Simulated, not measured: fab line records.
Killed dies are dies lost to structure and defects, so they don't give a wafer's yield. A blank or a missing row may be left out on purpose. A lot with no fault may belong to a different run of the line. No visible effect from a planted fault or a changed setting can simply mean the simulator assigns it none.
Which tool was responsible? | flow nandHarc | Sampling: 11 lots, 33 wafers, 7 of 1159 route steps

WHAT EACH GAUGE READ, for each wafer
NHARC_P_GATE_INSPECT_28. Usual: rawDefectCount 7, standard deviation 3.2.
lot  | measured     | on               | rawDefectCount | flag
L932 | day 4 23:08  | defectInspect-02 | 8 5 8          | 
L930 | day 4 23:31  | defectInspect-01 | 3 3 7          | 
L931 | day 4 23:53  | defectInspect-02 | 4 7 4          | 
L934 | day 5 12:30  | defectInspect-01 | 2 4 5          | 
L935 | day 5 19:46  | defectInspect-01 | 13 4 10        | 
L942 | day 7 22:38  | defectInspect-01 | 461 497 437    | OFF
L944 | day 8 17:46  | defectInspect-01 | 508 499 466    | OFF
L946 | day 8 18:32  | defectInspect-02 | 2 5 4          | 
L947 | day 8 18:44  | defectInspect-01 | 15 9 8         | 
L949 | day 9 06:29  | defectInspect-01 | 6 9 8          | 
L953 | day 10 05:04 | defectInspect-01 | 12 7 7         | 

NHARC_P_GATE_INSPECT_68. Usual: rawDefectCount 205, standard deviation 72.
lot  | measured     | on               | rawDefectCount | flag
L932 | day 5 18:38  | defectInspect-01 | 139 156 100    | 
L930 | day 5 20:22  | defectInspect-02 | 111 141 162    | 
L931 | day 5 19:31  | defectInspect-01 | 140 244 165    | 
L934 | day 6 07:08  | defectInspect-01 | 140 181 85     | 
L935 | day 6 14:27  | defectInspect-01 | 146 154 135    | 
L942 | day 8 17:32  | defectInspect-01 | 597 629 592    | OFF
L944 | day 9 19:51  | defectInspect-01 | 662 649 660    | OFF
L946 | day 9 16:19  | defectInspect-02 | 184 288 256    | 
L947 | day 9 21:20  | defectInspect-02 | 143 158 124    | 
L949 | day 10 03:56 | defectInspect-02 | 146 156 215    | 
L953 | day 11 01:46 | defectInspect-02 | 311 291 255    | 

NHARC_END_SORT_01. Usual: killedAtArray 29, standard deviation 11; killedAtOther 0.6, standard deviation 1; killedAtPeriphery 3.1, standard deviation 2.1; killedDies 33, standard deviation 11; killedOpen 3.1, standard deviation 1.9; killedShort 1.9, standard deviation 1.5.
lot  | measured     | on        | killedAtArray | killedAtOther | killedAtPeriphery | killedDies  | killedOpen | killedShort | flag
L942 | day 23 02:41 | prober-01 | 23 20 28      | 0 0 0         | 81 87 88          | 104 107 116 | 3 0 0      | 1 3 2       | OFF
L944 | day 23 10:24 | prober-01 | 38 26 44      | 0 0 0         | 79 84 84          | 117 110 128 | 1 1 3      | 0 1 1       | OFF

WHICH TOOL RAN EACH LOT (tool, then ch and the chambers of the sampled wafers, then the start)
lot  | NHARC_P_STI_ETCH_42              | NHARC_P_STI_ETCH_15            | NHARC_P_GATE_DEP_103           | NHARC_P_GATE_HM_OPEN_105
L932 | rieDiel-09 ch 0,3, day 2 20:05   | rieSi-06 ch 0,1, day 2 20:18   | pecvd-03 ch 0,1,2, day 4 22:30 | rieDiel-12 ch 0,2,3, day 5 18:38 or earlier
L930 | rieDiel-07 ch 0,1,2, day 2 20:08 | rieSi-01 ch 0,1,2, day 2 20:22 | pecvd-03 ch 0,1, day 4 22:43   | rieDiel-02 ch 0,2,3, day 5 20:22 or earlier
L931 | rieDiel-07 ch 0,1,2, day 2 20:18 | rieSi-04 ch 0,1,2, day 2 20:30 | pecvd-03 ch 0,2, day 4 23:05   | rieDiel-12 ch 1,2,3, day 5 19:31 or earlier
L934 | rieDiel-09 ch 1,3, day 3 08:37   | rieSi-01 ch 0,2,3, day 3 08:49 | pecvd-03 ch 0,1,2, day 5 11:44 | rieDiel-03 ch 0,1,3, day 6 07:08 or earlier
L935 | rieDiel-07 ch 0,1,3, day 3 18:41 | rieSi-01 ch 0,1,3, day 3 18:55 | pecvd-01 ch 0,1,2, day 5 18:59 | rieDiel-03 ch 0,2,3, day 6 14:27 or earlier
L942 | rieDiel-05 ch 1,2,3, day 5 11:01 | rieSi-06 ch 1,2,3, day 5 11:11 | pecvd-03 ch 0,1,2, day 7 21:50 | rieDiel-12 ch 0,1,2, day 8 17:32 or earlier
L944 | rieDiel-07 ch 0,1,2, day 6 05:53 | rieSi-01 ch 0,1,2, day 6 06:04 | pecvd-03 ch 0,1,2, day 8 17:05 | rieDiel-12 ch 1,2,3, day 9 19:51 or earlier
L946 | rieDiel-05 ch 1,2,3, day 6 15:02 | rieSi-06 ch 0,3, day 6 15:14   | pecvd-01 ch 0,1,2, day 8 17:43 | rieDiel-02 ch 1,2, day 9 16:19 or earlier
L947 | rieDiel-07 ch 0,3, day 6 15:11   | rieSi-04 ch 1,3, day 6 15:24   | pecvd-02 ch 0,1, day 8 17:58   | rieDiel-12 ch 0,1,2, day 9 21:20 or earlier
L949 | rieDiel-09 ch 1,3, day 7 03:14   | rieSi-04 ch 1,3, day 7 03:26   | pecvd-01 ch 0,2, day 9 05:48   | rieDiel-12 ch 1,2, day 10 03:56 or earlier
L953 | rieDiel-05 ch 2,3, day 8 05:22   | rieSi-04 ch 0,1,2, day 8 05:37 | pecvd-01 ch 1,2, day 10 04:15  | rieDiel-12 ch 0,2,3, day 11 01:46 or earlier
- NHARC_P_STI_ETCH_42: etches the open film in N2/H2, target depth 80 nm, overetch 24 nm, time 61 s.
- NHARC_P_STI_ETCH_15: etches the open film in HBr/Cl2, target depth 300 nm, time 100.1 s.
- NHARC_P_GATE_DEP_103: deposits SiON, target thk 30 nm.
- NHARC_P_GATE_HM_OPEN_105: chemistry O2/COS, target depth 360 nm.

WHAT THE TOOLS THEMSELVES READ (means of the sampled wafers that have a number; where no wafer has one, the mark that the record gives instead)
NHARC_P_STI_ETCH_42. Usual: drypumpMotorCurrentA 5.82 A, standard deviation 0.27; n2FlowSccm 150.0 sccm, standard deviation 0.39; oesProductAu 1.001 a.u., standard deviation 0.012; rfVppV 429.9 V, standard deviation 2.4; showerheadPlenumPTorr 2.01 Torr, standard deviation 0.079; throttleValvePct 14.171 %, standard deviation 0.0086.
lot  | tool       | drypumpMotorCurrentA (A) | n2FlowSccm (sccm) | oesProductAu (a.u.) | rfVppV (V) | showerheadPlenumPTorr (Torr) | throttleValvePct (%) | flag
L932 | rieDiel-09 | 6.04                     | 150.4             | 1.005               | 428.7      | 1.97                         | 14.173               | 
L930 | rieDiel-07 | 5.79                     | 149.9             | 0.996               | 432.7      | 2.08                         | 14.176               | 
L931 | rieDiel-07 | 5.79                     | 150.4             | 1.000               | 432.0      | 2.08                         | 14.171               | 
L934 | rieDiel-09 | 5.95                     | 150.0             | 1.018               | 428.9      | 1.95                         | 14.175               | 
L935 | rieDiel-07 | 5.86                     | 150.2             | 0.994               | 432.1      | 2.07                         | 14.171               | 
L942 | rieDiel-05 | 5.50                     | 150.0             | 1.016               | 428.4      | 1.95                         | 14.169               | 
L944 | rieDiel-07 | 5.78                     | 150.2             | 0.991               | 431.7      | 2.08                         | 14.174               | 
L946 | rieDiel-05 | 5.52                     | 149.9             | 1.013               | 428.7      | 1.95                         | 14.169               | 
L947 | rieDiel-07 | 5.85                     | 150.3             | 1.000               | 430.7      | 2.04                         | 14.173               | 
L949 | rieDiel-09 | 5.87                     | 150.2             | 1.008               | 428.2      | 1.98                         | 14.171               | 
L953 | rieDiel-05 | 5.50                     | 149.6             | 0.988               | 429.2      | 1.99                         | 14.177               | 

NHARC_P_STI_ETCH_15. Usual: drypumpMotorCurrentA 5.5 A, standard deviation 0.48; oesProductAu 0.998 a.u., standard deviation 0.013; throttleValvePct 26.405 %, standard deviation 0.0086.
lot  | tool     | drypumpMotorCurrentA (A) | oesProductAu (a.u.) | throttleValvePct (%) | flag
L932 | rieSi-06 | 5.7                      | 1.006               | 26.414               | 
L930 | rieSi-01 | 5.7                      | 0.992               | 26.399               | 
L931 | rieSi-04 | 5.7                      | 1.007               | 26.409               | 
L934 | rieSi-01 | 5.3                      | 0.985               | 26.410               | 
L935 | rieSi-01 | 5.7                      | 0.987               | 26.408               | 
L942 | rieSi-06 | 5.6                      | 1.001               | 26.404               | 
L944 | rieSi-01 | 5.7                      | 0.987               | 26.410               | 
L946 | rieSi-06 | 5.8                      | 0.997               | 26.406               | 
L947 | rieSi-04 | 5.1                      | 0.996               | 26.402               | 
L949 | rieSi-04 | 5.3                      | 1.009               | 26.400               | 
L953 | rieSi-04 | 5.7                      | 0.991               | 26.408               | 

NHARC_P_GATE_DEP_103. Usual: heaterPowerW 735 W, standard deviation 99.
lot  | tool     | heaterPowerW (W) | flag
L932 | pecvd-03 | 734              | 
L930 | pecvd-03 | 717              | 
L931 | pecvd-03 | 824              | 
L934 | pecvd-03 | 726              | 
L935 | pecvd-01 | 674              | 
L942 | pecvd-03 | 774              | 
L944 | pecvd-03 | 762              | 
L946 | pecvd-01 | 702              | 
L947 | pecvd-02 | 812              | 
L949 | pecvd-01 | 677              | 
L953 | pecvd-01 | 591              | 

NHARC_P_GATE_HM_OPEN_105. Usual: drypumpMotorCurrentA 5.8 A, standard deviation 0.38; oesProductAu 1.001 a.u., standard deviation 0.013; rfVppV 467 V, standard deviation 3.3; showerheadPlenumPTorr 3.13 Torr, standard deviation 0.15; throttleValvePct 28.330 %, standard deviation 0.0088.
lot  | tool       | drypumpMotorCurrentA (A) | oesProductAu (a.u.) | rfVppV (V) | showerheadPlenumPTorr (Torr) | throttleValvePct (%) | flag
L932 | rieDiel-12 | 6.0                      | 1.009               | 467        | 3.17                         | 28.330               | 
L930 | rieDiel-02 | 6.2                      | 0.988               | 467        | 3.17                         | 28.322               | 
L931 | rieDiel-12 | 5.8                      | 1.004               | 469        | 3.20                         | 28.340               | 
L934 | rieDiel-03 | 5.4                      | 1.001               | 467        | 3.08                         | 28.331               | 
L935 | rieDiel-03 | 5.6                      | 1.006               | 468        | 3.15                         | 28.325               | 
L942 | rieDiel-12 | 5.8                      | 0.998               | 466        | 3.09                         | 28.329               | 
L944 | rieDiel-12 | 5.8                      | 1.003               | 468        | 3.20                         | 28.327               | 
L946 | rieDiel-02 | 5.8                      | 0.982               | 463        | 2.93                         | 28.328               | 
L947 | rieDiel-12 | 5.8                      | 0.985               | 466        | 3.09                         | 28.334               | 
L949 | rieDiel-12 | 5.6                      | 0.994               | 467        | 3.12                         | 28.334               | 
L953 | rieDiel-12 | 6.0                      | 1.015               | 468        | 3.16                         | 28.333               | 

THE ANSWER, worked out from the rows above alone
Rule: a lot counts as off when the mean over its wafers that have a number is more than 3 standard deviations away from the usual mean. Also off: a lot with no number at a reading for which 4 or more lots have one. The other lots that the step has rows for count as sound. The gauges are gone through in route order, then the tools' own readings, and for those a lot's mean is taken as printed above. The first step at which some lot is off is used, and at that step the reading that is off furthest; a lot without a number counts as furthest.
Off, at NHARC_P_GATE_INSPECT_28 on rawDefectCount: L942, L944.
A tool fits if, at a process step before that reading, it ran every lot that is off, and no sound lot after the first of them. The gauges at NHARC_P_GATE_INSPECT_28 aren't tried: what is off there is off at NHARC_END_SORT_01 too, on other tools, and a gauge's error can't cause that. One candidate fits, namely pecvd-03 at NHARC_P_GATE_DEP_103. A fault onset in the window from L934 (day 5 11:44, its last sound lot) to L942 (day 7 21:50, its first lot off) fits.

WHAT WAS PUT IN BY THE SIMULATOR
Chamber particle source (pecvd-03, NHARC_P_GATE_DEP_103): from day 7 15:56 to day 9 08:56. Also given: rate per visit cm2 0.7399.
Lots struck among those shown: L942, L944. This agrees with what the rule above found.
